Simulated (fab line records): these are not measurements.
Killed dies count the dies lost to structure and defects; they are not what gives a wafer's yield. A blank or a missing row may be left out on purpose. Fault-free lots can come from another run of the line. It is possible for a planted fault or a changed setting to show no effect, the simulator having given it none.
Chamber matching | flow n5-finfet | N5_BEOL_M9_ALD_74 on ald-metal-03 has 4 sister chambers
The step deposits TaN, target thk 2 nm, pulse time 2 s, purge time 3 s. 8 wafers are shown with their chamber, then 10 later ones without.

## WAFERS, EACH WITH ITS CHAMBER
wafer  | chamber | heater-power-w (W) | precursor-vessel-carrier-sccm (sccm)
L079.4 | 2       | 421                | 999
L080.1 | 2       | 431                | 1000
L082.4 | 3       | 423                | 1004
L085.3 | 0       | 386                | 997
L085.4 | 3       | 420                | 1000
L085.6 | 1       | 382                | 997
L088.1 | 1       | 379                | 1000
L088.2 | 0       | 383                | 1005

## WAFERS WHOSE CHAMBER IS MISSING
wafer  | heater-power-w (W) | precursor-vessel-carrier-sccm (sccm)
L088.4 | 438                | 994
L091.1 | 431                | 995
L091.4 | 379                | 1001
L091.5 | 387                | 1001
L090.3 | 425                | 1003
L090.5 | 429                | 1007
L090.6 | 405                | 999
L093.2 | 383                | 1000
L093.3 | 417                | 995
L093.4 | 380                | 999

## EACH ONE'S CHAMBER
wafer  | from the rows above               | in truth
L088.4 | can't be placed: 2 or 3           | 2
L091.1 | can't be placed: 2 or 3           | 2
L091.4 | can't be placed: 1 or 0           | 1
L091.5 | can't be placed: 0 or 1           | 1
L090.3 | can't be placed: 3 or 2           | 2
L090.5 | can't be placed: 2 or 3           | 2
L090.6 | can't be placed: 3 or 0 or 2 or 1 | 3
L093.2 | can't be placed: 0 or 1           | 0
L093.3 | can't be placed: 3 or 2           | 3
L093.4 | can't be placed: 1 or 0           | 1
Correctly placed: 0 of 10. Cannot be placed on the basis of these rows: 10; the candidates contain the true chamber in 10. Number placed wrongly: 0.
How it was worked out, from the rows above alone: a wafer's distance from a chamber is the root of the sum, over the readings, of the square of ((its reading less the chamber's mean) divided by the reading's scatter). The wafer belongs to the nearest chamber; if the next one is less than 2 further off, it can't be placed. Each chamber's mean is taken over the wafers shown for it. How the scatter is found: for the shown wafers, subtract from each reading the mean of its chamber, square and add these, divide the total by (wafers less chambers), then take the root.
